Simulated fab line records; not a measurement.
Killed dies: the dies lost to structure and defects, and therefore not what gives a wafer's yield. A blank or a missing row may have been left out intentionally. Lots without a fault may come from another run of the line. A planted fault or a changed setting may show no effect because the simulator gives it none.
Matching of chambers	flow nand_harc	NHARC_A_CHANNEL_FILL_D2_ALD_02 on ald_hk-04: 4 sister chambers
The step deposits SiO2, target thk 6 nm, pulse time 10 s, ald cycles 60. 4 wafers are shown with their chamber, then 10 later ones without.

WAFERS, EACH WITH ITS CHAMBER
wafer	chamber	heater_power_w (W)
L080.1	2	511
L090.4	1	468
L092.1	3	414
L092.4	0	546

WAFERS WITHOUT THEIR CHAMBER
wafer	heater_power_w (W)
L092.5	465
L094.2	538
L094.3	476
L094.5	547
L095.3	549
L095.4	527
L095.5	437
L096.1	418
L096.3	472
L096.5	467

CHAMBER TAKEN BY EACH
wafer	from the rows above	in truth
L092.5	1	1
L094.2	can't be placed: 0 or 2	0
L094.3	1	1
L094.5	0	0
L095.3	0	0
L095.4	can't be placed: 2 or 0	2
L095.5	can't be placed: 3 or 1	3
L096.1	3	3
L096.3	1	1
L096.5	1	1
Correct placement for 7 of the 10. From these rows, 3 cannot be placed; in 3 the true chamber is one of the candidates. Number placed wrongly: 0.
How it was worked out, from the rows above alone: a wafer's distance from a chamber is the root of the sum, over the readings, of the square of ((its reading less the chamber's mean) divided by the reading's scatter). If the next closest chamber is less than 2 further off than the closest, the wafer can't be placed; otherwise it belongs to the closest. Each chamber's mean is taken over the wafers shown for it. The scatter: with one shown wafer a chamber, the root of the mean of the squares of how far each hidden wafer lies from its nearest shown one.
